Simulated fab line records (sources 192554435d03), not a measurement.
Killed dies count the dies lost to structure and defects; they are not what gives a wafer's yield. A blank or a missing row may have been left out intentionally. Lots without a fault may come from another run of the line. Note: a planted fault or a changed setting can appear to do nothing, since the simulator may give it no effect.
fab line records + flow n5-finfet + part 2 of 2: steps 4 to 6 of 6
record:
- lots: 20
- wafers: 60
- last-day: 17
route steps=1938 shown BEOL_M5@1127
lots that met no fault: from a run of the same line without faults
start-h: start of the lot's first displayed wafer, in hours after the record's first day + wait-h: hours from the lot's prior step to this one + " identical to the entry in the row above + L1.1+2: several wafers, shown together as one row + - no value present, or no start provided + * or withheld: withheld + < > ~ a bound
route shown NAME@n: names a module that has steps shown in the file, with the first one's number in the route + usual: the fault-free wafers' mean and standard deviation + same: alike in all rows + chamber/n: place in a boat + sites: each site's reading + _std_site: their standard deviation + _edge_site: outer sites' mean less inner sites' + radius-mm: for every site, how far away it sits from the centre of the wafer + mask NAME#n: copy n + behind: the most recent tool/chamber to have shaped the wafer + hold: cause of the lot's hold/its duration in hours/its outcome + device: the transistor (n, p or np) that didn't switch + end of line: the route-end tests of the same wafers + a step given without rows: its recipe and nothing more + killed: not the wafer's yield, but the dies lost to structure and defects at the first sort + map: the dies of a wafer, with x for killed, . for not killed, _ for no die there
set.NAME: the run value of the setting; set.NAME@STEP: its run value at that earlier step + model.NAME: the simulator's own value behind a step, which no gauge read
steps of the route over a sample of lots; a table a step, a row a wafer
services: a tool's chamber out of use, with start hour (start-h, from the record's first day; less than 0 if before it), hours out, and reason
== steps ==
step: N5_BEOL_M5_ETCH_41
recipe:
- chemistry: CH3F/O2
- target: SiCN
- target-depth-a: 315
- taper-deg: 2
- time-s: 56.7
- ion-energy-ev: 120
- mask-material: TiN
- pressure-mtorr: 30
- source-w: 395
- bias-w: 75
- Ar_flow_sccm: 150
- CH3F_flow_sccm: 30
- O2_flow_sccm: 20
usual:
- CH3F_flow_sccm: 30.01/0.093
- drypump-motor-current-A: 5.84/0.21
- mfc-ar-sccm: 150.0/0.43
- oes-product-au: 0.80/0.094
- rf-vpp-V: 297.2/1.7
- showerhead-plenum-p-Torr: 2.00/0.08
- throttle-valve-pct: 16.40/0.25
| lot.wafer | tool        | chamber | start-h | wait-h | CH3F_flow_sccm | drypump-motor-current-A | mfc-ar-sccm | oes-product-au | rf-hours-counter-h | rf-vpp-V | showerhead-plenum-p-Torr | throttle-valve-pct |
|-----------|-------------|---------|---------|--------|----------------|-------------------------|-------------|----------------|--------------------|----------|--------------------------|--------------------|
| L074.1    | rie-diel-05 | 0       | -       | -      | 29.97          | 5.81                    | 149.4       | 0.69           | 221                | 297.6    | 1.98                     | 16.77              |
| L074.4    | "           | 3       | "       | "      | 29.93          | 6.01                    | 150.2       | 0.74           | -                  | 294.9    | 1.93                     | 16.55              |
| L074.6    | "           | 1       | "       | "      | 29.86          | 5.66                    | 150.2       | 0.68           | -                  | 297.0    | 1.98                     | 16.43              |
| L075.1    | rie-diel-04 | 3       | -       | -      | 30.08          | 6.22                    | 149.8       | 0.74           | 175                | 296.8    | 2.00                     | 16.65              |
| L075.2    | "           | 0       | "       | "      | 29.98          | 5.53                    | 150.3       | 0.72           | 186                | 295.8    | 1.92                     | 16.44              |
| L075.4    | "           | 3       | "       | "      | 30.02          | 6.21                    | 149.7       | 0.74           | -                  | 296.4    | 2.00                     | 16.63              |
| L078.1    | rie-diel-04 | 0       | -       | -      | 30.05          | 5.54                    | 150.3       | 0.72           | 189                | 296.1    | 1.92                     | 16.44              |
| L078.3    | "           | 1       | "       | "      | 30.05          | 6.05                    | 150.2       | 0.85           | 80                 | 296.1    | 1.95                     | 16.07              |
| L078.5    | "           | 1       | "       | "      | 30.11          | 5.99                    | 149.9       | 0.84           | -                  | 297.0    | 1.95                     | 16.05              |
| L077.2    | rie-diel-05 | 2       | -       | -      | 30.16          | 5.81                    | 150.1       | 0.87           | 57                 | 299.7    | 2.13                     | 16.45              |
| L077.3    | "           | 3       | "       | "      | 30.02          | 6.01                    | 149.5       | 0.75           | 153                | 295.4    | 1.93                     | 16.56              |
| L077.4    | "           | 1       | "       | "      | 29.87          | 5.66                    | 150.2       | 0.69           | 243                | 297.6    | 1.98                     | 16.46              |
| L076.1    | rie-diel-03 | 2       | -       | -      | 30.03          | 5.70                    | 149.9       | 0.75           | 155                | 298.4    | 2.07                     | 16.40              |
| L076.3    | "           | 0       | "       | "      | 29.86          | 6.25                    | 150.0       | 0.73           | 180                | 297.0    | 1.99                     | 16.55              |
| L076.5    | "           | 0       | "       | "      | 29.79          | 6.26                    | 150.0       | 0.73           | -                  | 296.6    | 1.99                     | 16.56              |
| L080.2    | rie-diel-04 | 0       | -       | -      | 30.16          | 5.51                    | 150.2       | 0.72           | 194                | 295.7    | 1.91                     | 16.46              |
| L080.4    | "           | 3       | "       | "      | 29.92          | 6.22                    | 149.7       | 0.74           | 182                | 297.1    | 2.00                     | 16.66              |
| L080.5    | "           | 0       | "       | "      | 30.08          | 5.53                    | 150.1       | 0.72           | -                  | 295.4    | 1.91                     | 16.45              |
| L081.1    | rie-diel-04 | 1       | -       | -      | 30.18          | 6.01                    | 150.1       | 0.84           | 88                 | 296.4    | 1.94                     | 16.08              |
| L081.5    | "           | 1       | "       | "      | 30.07          | 5.98                    | 149.2       | 0.84           | -                  | 296.9    | 1.94                     | 16.07              |
| L081.6    | "           | 2       | "       | "      | 29.89          | 5.60                    | 149.8       | 0.90           | -                  | 300.9    | 2.14                     | 16.05              |
| L083.2    | rie-diel-03 | 2       | -       | -      | 29.98          | 5.67                    | 150.5       | 0.75           | 164                | 297.7    | 2.07                     | 16.41              |
| L083.4    | "           | 0       | "       | "      | 30.13          | 6.28                    | 150.0       | 0.71           | 190                | 296.9    | 1.98                     | 16.57              |
| L083.6    | "           | 3       | "       | "      | 30.21          | 5.80                    | 149.5       | 0.98           | -                  | 299.7    | 2.14                     | 16.01              |
| L084.1    | rie-diel-03 | 3       | -       | -      | 29.96          | 5.78                    | 150.7       | 0.96           | 8                  | 299.0    | 2.14                     | 16.02              |
| L084.2    | "           | 0       | "       | "      | 30.21          | 6.28                    | 150.2       | 0.71           | 192                | 298.3    | 1.98                     | 16.60              |
| L084.3    | "           | 1       | "       | "      | 30.13          | 5.58                    | 150.1       | 0.74           | 186                | 296.5    | 1.92                     | 16.47              |
| L085.2    | rie-diel-05 | 3       | -       | -      | 30.10          | 6.00                    | 150.1       | 0.72           | 173                | 295.6    | 1.92                     | 16.62              |
| L085.3    | "           | 1       | "       | "      | 30.02          | 5.67                    | 149.7       | 0.98           | 3                  | 295.9    | 1.98                     | 15.99              |
| L085.6    | "           | 0       | "       | "      | 30.04          | 5.80                    | 150.2       | 0.68           | -                  | 297.6    | 1.97                     | 16.79              |
| L087.1    | rie-diel-05 | 1       | -       | -      | 30.12          | 5.67                    | 150.7       | 0.97           | 5                  | 297.4    | 1.98                     | 16.00              |
| L087.2    | "           | 3       | "       | "      | 30.02          | 5.99                    | 149.7       | 0.72           | 174                | 295.2    | 1.92                     | 16.61              |
| L087.5    | "           | 2       | "       | "      | 29.80          | 5.83                    | 149.7       | 0.85           | -                  | 300.9    | 2.13                     | 16.48              |
| L088.3    | rie-diel-04 | 3       | -       | -      | 30.00          | 6.18                    | 149.4       | 0.72           | 196                | 297.4    | 1.99                     | 16.69              |
| L088.4    | "           | 2       | "       | "      | 30.04          | 5.61                    | 150.7       | 0.88           | -                  | 300.1    | 2.14                     | 16.04              |
| L088.6    | "           | 1       | "       | "      | 30.04          | 6.00                    | 150.5       | 0.83           | -                  | 297.4    | 1.94                     | 16.10              |
| L089.1    | rie-diel-05 | 1       | -       | -      | 29.96          | 5.68                    | 149.7       | 0.96           | 7                  | 297.2    | 1.98                     | 16.02              |
| L089.3    | "           | 2       | "       | "      | 30.07          | 5.82                    | 150.4       | 0.84           | 82                 | 298.6    | 2.13                     | 16.50              |
| L089.4    | "           | 3       | "       | "      | 30.04          | 5.99                    | 149.8       | 0.72           | -                  | 296.5    | 1.92                     | 16.61              |
| L090.2    | rie-diel-03 | 3       | -       | -      | 30.14          | 5.73                    | 149.4       | 0.92           | 23                 | 301.8    | 2.14                     | 16.07              |
| L090.5    | "           | 3       | "       | "      | 30.06          | 5.77                    | 150.0       | 0.92           | -                  | 298.5    | 2.14                     | 16.07              |
| L090.6    | "           | 2       | "       | "      | 30.08          | 5.69                    | 150.3       | 0.74           | -                  | 299.5    | 2.06                     | 16.45              |
| L092.1    | rie-diel-05 | 0       | -       | -      | 29.98          | 5.80                    | 150.0       | 0.96           | 4                  | 294.8    | 1.97                     | 16.32              |
| L092.2    | "           | 3       | "       | "      | 29.96          | 5.99                    | 150.2       | 0.71           | 183                | 296.5    | 1.92                     | 16.61              |
| L092.5    | "           | 2       | "       | "      | 29.92          | 5.80                    | 149.3       | 0.83           | -                  | 299.1    | 2.12                     | 16.51              |
| L091.1    | rie-diel-05 | 2       | -       | -      | 30.16          | 5.82                    | 150.2       | 0.83           | 89                 | 300.1    | 2.12                     | 16.54              |
| L091.4    | "           | 1       | "       | "      | 29.98          | 5.67                    | 149.8       | 0.94           | 16                 | 295.5    | 1.97                     | 16.04              |
| L091.5    | "           | 3       | "       | "      | 30.01          | 5.98                    | 150.8       | 0.72           | -                  | 294.6    | 1.92                     | 16.61              |
| L093.1    | rie-diel-05 | 1       | -       | -      | 29.96          | 5.66                    | 149.6       | 0.93           | 18                 | 297.4    | 1.97                     | 16.02              |
| L093.3    | "           | 2       | "       | "      | 30.04          | 5.81                    | 150.1       | 0.83           | 92                 | 300.8    | 2.12                     | 16.53              |
| L093.4    | "           | 0       | "       | "      | 30.07          | 5.80                    | 150.4       | 0.93           | 6                  | 295.7    | 1.97                     | 16.35              |
| L095.1    | rie-diel-05 | 2       | -       | -      | 29.93          | 5.81                    | 150.3       | 0.83           | 95                 | 299.6    | 2.12                     | 16.52              |
| L095.2    | "           | 0       | "       | "      | 30.08          | 5.82                    | 149.9       | 0.94           | 10                 | 297.3    | 1.97                     | 16.37              |
| L095.3    | "           | 3       | "       | "      | 29.93          | 5.99                    | 150.7       | 0.71           | 189                | 294.4    | 1.92                     | 16.63              |
| L094.2    | rie-diel-05 | 1       | -       | -      | 30.04          | 5.68                    | 149.9       | 0.92           | 21                 | 295.1    | 1.97                     | 16.03              |
| L094.3    | "           | 2       | "       | "      | 29.93          | 5.83                    | 149.7       | 0.82           | 97                 | 299.2    | 2.12                     | 16.54              |
| L094.6    | "           | 1       | "       | "      | 30.05          | 5.69                    | 150.8       | 0.93           | -                  | 296.8    | 1.97                     | 16.03              |
| L096.1    | rie-diel-04 | 1       | -       | -      | 29.80          | 6.01                    | 150.2       | 0.81           | 109                | 297.1    | 1.94                     | 16.11              |
| L096.4    | "           | 2       | "       | "      | 30.06          | 5.59                    | 150.7       | 0.84           | 35                 | 301.0    | 2.13                     | 16.09              |
| L096.5    | "           | 3       | "       | "      | 29.89          | 6.22                    | 150.2       | 0.70           | -                  | 297.2    | 1.99                     | 16.71              |
step: N5_BEOL_M5_SPUTTER_48
recipe:
- material: Cu
- target-thk-a: 150
- temp-c: -20
- chamber-pressure-pa: 0.07
- power-w: withheld
- time-s: 27.62
usual:
- chuck-gas-flow-sccm: 1.26/0.053
- susceptor-temp-C: -19.99/0.099
- throttle-valve-pct: 30.1/0.67
| lot.wafer | tool           | chamber | start-h | wait-h | chuck-gas-flow-sccm | susceptor-temp-C | throttle-valve-pct |
|-----------|----------------|---------|---------|--------|---------------------|------------------|--------------------|
| L074.1    | pvd-sputter-02 | -       | 163.63  | 0.2    | 1.32                | -20.09           | 30.8               |
| L074.4    | "              | -       | "       | "      | 1.14                | -20.01           | 29.1               |
| L074.6    | "              | -       | "       | "      | 1.23                | -19.90           | 29.0               |
| L075.1    | pvd-sputter-01 | -       | 177.39  | 0.3    | 1.11                | -20.09           | 30.0               |
| L075.2    | "              | -       | "       | "      | 1.24                | -19.78           | 29.6               |
| L075.4    | "              | -       | "       | "      | 1.23                | -20.06           | 30.1               |
| L078.1    | pvd-sputter-01 | -       | 185.36  | 0.2    | 1.32                | -20.04           | 29.6               |
| L078.3    | "              | -       | "       | "      | 1.23                | -19.86           | 29.8               |
| L078.5    | "              | -       | "       | "      | 1.25                | -20.10           | 29.6               |
| L077.2    | pvd-sputter-03 | -       | 189.20  | 0.1    | 1.29                | -20.00           | 29.9               |
| L077.3    | "              | -       | "       | "      | 1.33                | -20.03           | 29.1               |
| L077.4    | "              | -       | "       | "      | 1.28                | -20.00           | 30.3               |
| L076.1    | pvd-sputter-02 | -       | 189.64  | 0.4    | 1.28                | -20.06           | 31.3               |
| L076.3    | "              | -       | "       | "      | 1.30                | -19.90           | 29.4               |
| L076.5    | "              | -       | "       | "      | 1.31                | -19.81           | 30.9               |
| L080.2    | pvd-sputter-03 | -       | 204.69  | 0.1    | 1.30                | -20.00           | 28.9               |
| L080.4    | "              | -       | "       | "      | 1.25                | -19.87           | 29.7               |
| L080.5    | "              | -       | "       | "      | 1.19                | -19.97           | 29.1               |
| L081.1    | pvd-sputter-01 | -       | 214.39  | 0.3    | 1.25                | -19.87           | 29.9               |
| L081.5    | "              | -       | "       | "      | 1.24                | -20.00           | 30.3               |
| L081.6    | "              | -       | "       | "      | 1.28                | -19.96           | 29.7               |
| L083.2    | pvd-sputter-03 | -       | 215.35  | 0.1    | 1.28                | -20.00           | 29.5               |
| L083.4    | "              | -       | "       | "      | 1.30                | -19.91           | 30.5               |
| L083.6    | "              | -       | "       | "      | 1.21                | -20.10           | 30.2               |
| L084.1    | pvd-sputter-02 | -       | 222.32  | 0.2    | 1.20                | -20.12           | 29.1               |
| L084.2    | "              | -       | "       | "      | 1.19                | -19.81           | 30.7               |
| L084.3    | "              | -       | "       | "      | 1.26                | -20.04           | 31.3               |
| L085.2    | pvd-sputter-03 | -       | 243.52  | 0.1    | 1.23                | -19.81           | 30.6               |
| L085.3    | "              | -       | "       | "      | 1.25                | -19.95           | 30.9               |
| L085.6    | "              | -       | "       | "      | 1.22                | -19.87           | 29.6               |
| L087.1    | pvd-sputter-02 | -       | 249.57  | 0.1    | 1.17                | -19.93           | 31.2               |
| L087.2    | "              | -       | "       | "      | 1.27                | -20.04           | 30.8               |
| L087.5    | "              | -       | "       | "      | 1.30                | -19.92           | 29.2               |
| L088.3    | pvd-sputter-01 | -       | 252.35  | 0.1    | 1.22                | -19.86           | 30.0               |
| L088.4    | "              | -       | "       | "      | 1.27                | -20.07           | 29.6               |
| L088.6    | "              | -       | "       | "      | 1.28                | -20.00           | 29.7               |
| L089.1    | pvd-sputter-02 | -       | 256.30  | 0.1    | 1.20                | -20.11           | 30.7               |
| L089.3    | "              | -       | "       | "      | 1.18                | -19.94           | 29.4               |
| L089.4    | "              | -       | "       | "      | 1.16                | -20.13           | 29.2               |
| L090.2    | pvd-sputter-02 | -       | 269.19  | 0.2    | 1.25                | -19.88           | 29.1               |
| L090.5    | "              | -       | "       | "      | 1.27                | -19.98           | 29.3               |
| L090.6    | "              | -       | "       | "      | 1.37                | -20.01           | 31.1               |
| L092.1    | pvd-sputter-02 | -       | 276.21  | 0.1    | 1.22                | -20.06           | 30.9               |
| L092.2    | "              | -       | "       | "      | 1.34                | -19.76           | 31.4               |
| L092.5    | "              | -       | "       | "      | 1.22                | -19.93           | 29.3               |
| L091.1    | pvd-sputter-03 | -       | 277.18  | 0.1    | 1.25                | -19.91           | 29.3               |
| L091.4    | "              | -       | "       | "      | 1.36                | -19.88           | 30.4               |
| L091.5    | "              | -       | "       | "      | 1.32                | -20.03           | 31.4               |
| L093.1    | pvd-sputter-03 | -       | 285.47  | 0.1    | 1.20                | -20.02           | 30.4               |
| L093.3    | "              | -       | "       | "      | 1.29                | -20.06           | 29.0               |
| L093.4    | "              | -       | "       | "      | 1.25                | -19.85           | 31.2               |
| L095.1    | pvd-sputter-01 | -       | 296.87  | 0.1    | 1.23                | -20.04           | 30.2               |
| L095.2    | "              | -       | "       | "      | 1.25                | -20.06           | 30.4               |
| L095.3    | "              | -       | "       | "      | 1.28                | -19.96           | 29.8               |
| L094.2    | pvd-sputter-03 | -       | 304.15  | 0.1    | 1.30                | -20.09           | 31.1               |
| L094.3    | "              | -       | "       | "      | 1.33                | -19.92           | 29.9               |
| L094.6    | "              | -       | "       | "      | 1.28                | -19.94           | 29.8               |
| L096.1    | pvd-sputter-01 | -       | 305.69  | 0.2    | 1.25                | -19.90           | 29.7               |
| L096.4    | "              | -       | "       | "      | 1.31                | -20.01           | 30.3               |
| L096.5    | "              | -       | "       | "      | 1.32                | -19.96           | 30.0               |
step: N5_BEOL_M5_ANNEAL_84
recipe:
- temp-c: 400
- time-s: 1800
- ambient: vacuum
usual:
- heater-power-w: 778/80
- susceptor-temp-C: 400.05/0.22
| lot.wafer | tool           | chamber | start-h | wait-h | heater-power-w | susceptor-temp-C |
|-----------|----------------|---------|---------|--------|----------------|------------------|
| L074.1    | pvd-sputter-02 | -       | 165.89  | 0.0    | 782            | 400.47           |
| L074.4    | "              | -       | "       | "      | 703            | 400.13           |
| L074.6    | "              | -       | "       | "      | 700            | 399.93           |
| L075.1    | pvd-sputter-01 | -       | 179.65  | 0.0    | 704            | 399.99           |
| L075.2    | "              | -       | "       | "      | 774            | 400.23           |
| L075.4    | "              | -       | "       | "      | 661            | 399.78           |
| L078.1    | pvd-sputter-01 | -       | 187.61  | 0.0    | 760            | 400.17           |
| L078.3    | "              | -       | "       | "      | 675            | 400.17           |
| L078.5    | "              | -       | "       | "      | 761            | 399.98           |
| L077.2    | pvd-sputter-03 | -       | 191.45  | 0.0    | 829            | 400.41           |
| L077.3    | "              | -       | "       | "      | 866            | 399.93           |
| L077.4    | "              | -       | "       | "      | 767            | 399.89           |
| L076.1    | pvd-sputter-02 | -       | 191.90  | 0.0    | 727            | 399.76           |
| L076.3    | "              | -       | "       | "      | 971            | 400.01           |
| L076.5    | "              | -       | "       | "      | 778            | 399.93           |
| L080.2    | pvd-sputter-03 | -       | 206.95  | 0.0    | 855            | 400.08           |
| L080.4    | "              | -       | "       | "      | 807            | 400.18           |
| L080.5    | "              | -       | "       | "      | 852            | 400.27           |
| L081.1    | pvd-sputter-01 | -       | 216.64  | 0.0    | 654            | 400.26           |
| L081.5    | "              | -       | "       | "      | 690            | 400.50           |
| L081.6    | "              | -       | "       | "      | 778            | 400.01           |
| L083.2    | pvd-sputter-03 | -       | 219.85  | 0.0    | 801            | 399.97           |
| L083.4    | "              | -       | "       | "      | 751            | 399.68           |
| L083.6    | "              | -       | "       | "      | 760            | 400.03           |
| L084.1    | pvd-sputter-02 | -       | 224.57  | 0.0    | 710            | 399.88           |
| L084.2    | "              | -       | "       | "      | 787            | 399.90           |
| L084.3    | "              | -       | "       | "      | 730            | 400.15           |
| L085.2    | pvd-sputter-03 | -       | 245.77  | 0.0    | 756            | 399.82           |
| L085.3    | "              | -       | "       | "      | 779            | 400.59           |
| L085.6    | "              | -       | "       | "      | 786            | 399.92           |
| L087.1    | pvd-sputter-02 | -       | 251.82  | 0.0    | 738            | 399.73           |
| L087.2    | "              | -       | "       | "      | 785            | 400.13           |
| L087.5    | "              | -       | "       | "      | 683            | 400.09           |
| L088.3    | pvd-sputter-01 | -       | 254.60  | 0.0    | 654            | 400.18           |
| L088.4    | "              | -       | "       | "      | 783            | 399.59           |
| L088.6    | "              | -       | "       | "      | 653            | 400.11           |
| L089.1    | pvd-sputter-02 | -       | 258.55  | 0.0    | 788            | 399.83           |
| L089.3    | "              | -       | "       | "      | 975            | 400.44           |
| L089.4    | "              | -       | "       | "      | 683            | 399.79           |
| L090.2    | pvd-sputter-02 | -       | 271.44  | 0.0    | 707            | 399.84           |
| L090.5    | "              | -       | "       | "      | 971            | 400.44           |
| L090.6    | "              | -       | "       | "      | 752            | 400.27           |
| L092.1    | pvd-sputter-02 | -       | 278.47  | 0.0    | 770            | 400.16           |
| L092.2    | "              | -       | "       | "      | 731            | 399.76           |
| L092.5    | "              | -       | "       | "      | 696            | 400.01           |
| L091.1    | pvd-sputter-03 | -       | 279.43  | 0.0    | 863            | 399.72           |
| L091.4    | "              | -       | "       | "      | 765            | 400.47           |
| L091.5    | "              | -       | "       | "      | 766            | 399.97           |
| L093.1    | pvd-sputter-03 | -       | 287.72  | 0.0    | 778            | 400.09           |
| L093.3    | "              | -       | "       | "      | 860            | 400.00           |
| L093.4    | "              | -       | "       | "      | 803            | 399.84           |
| L095.1    | pvd-sputter-01 | -       | 299.13  | 0.0    | 678            | 400.08           |
| L095.2    | "              | -       | "       | "      | 857            | 399.92           |
| L095.3    | "              | -       | "       | "      | 765            | 399.78           |
| L094.2    | pvd-sputter-03 | -       | 306.40  | 0.0    | 794            | 400.20           |
| L094.3    | "              | -       | "       | "      | 815            | 400.14           |
| L094.6    | "              | -       | "       | "      | 826            | 400.33           |
| L096.1    | pvd-sputter-01 | -       | 307.94  | 0.0    | 752            | 400.01           |
| L096.4    | "              | -       | "       | "      | 859            | 400.16           |
| L096.5    | "              | -       | "       | "      | 656            | 399.82           |
== services ==
| tool           | chamber | start-h | hours | kind                          |
|----------------|---------|---------|-------|-------------------------------|
| pvd-sputter-02 | -       | 153.89  | 1.6   | repair                        |
| rie-diel-05    | 2       | 156.09  | 5.9   | repair                        |
| rie-diel-03    | -       | 158.81  | 0.4   | repair                        |
| rie-diel-04    | 2       | 166.33  | -     | clean                         |
| rie-diel-03    | 3       | 173.66  | -     | clean                         |
| rie-diel-03    | 3       | 173.66  | -     | consumable-replace:focus-ring |
| rie-diel-03    | 3       | 173.66  | -     | consumable-replace:showerhead |
| rie-diel-03    | 3       | 173.66  | 21.4  | scheduled-down                |
| rie-diel-03    | 3       | 173.66  | 21.4  | vent-cycle                    |
| rie-diel-05    | 1       | 210.42  | -     | clean                         |
| rie-diel-05    | 1       | 210.42  | -     | consumable-replace:focus-ring |
| rie-diel-05    | 1       | 210.42  | 23.2  | scheduled-down                |
| rie-diel-05    | 1       | 210.42  | 23.2  | vent-cycle                    |
| rie-diel-04    | -       | 234.11  | 1.7   | repair                        |
| rie-diel-04    | 0       | 248.92  | 19.3  | repair                        |
| rie-diel-05    | 0       | 250.22  | -     | clean                         |
| rie-diel-05    | 0       | 250.22  | -     | consumable-replace:focus-ring |
| rie-diel-05    | -       | 261.73  | 0.6   | repair                        |
| rie-diel-05    | -       | 266.08  | 0.8   | repair                        |
| rie-diel-04    | 1       | 276.61  | 5.4   | repair                        |
| rie-diel-04    | -       | 281.45  | 0.4   | repair                        |
| rie-diel-04    | 1       | 283.72  | 16.7  | repair                        |
| pvd-sputter-02 | -       | 288.44  | 40.3  | repair                        |
| rie-diel-05    | 1       | 290.76  | 9.6   | repair                        |
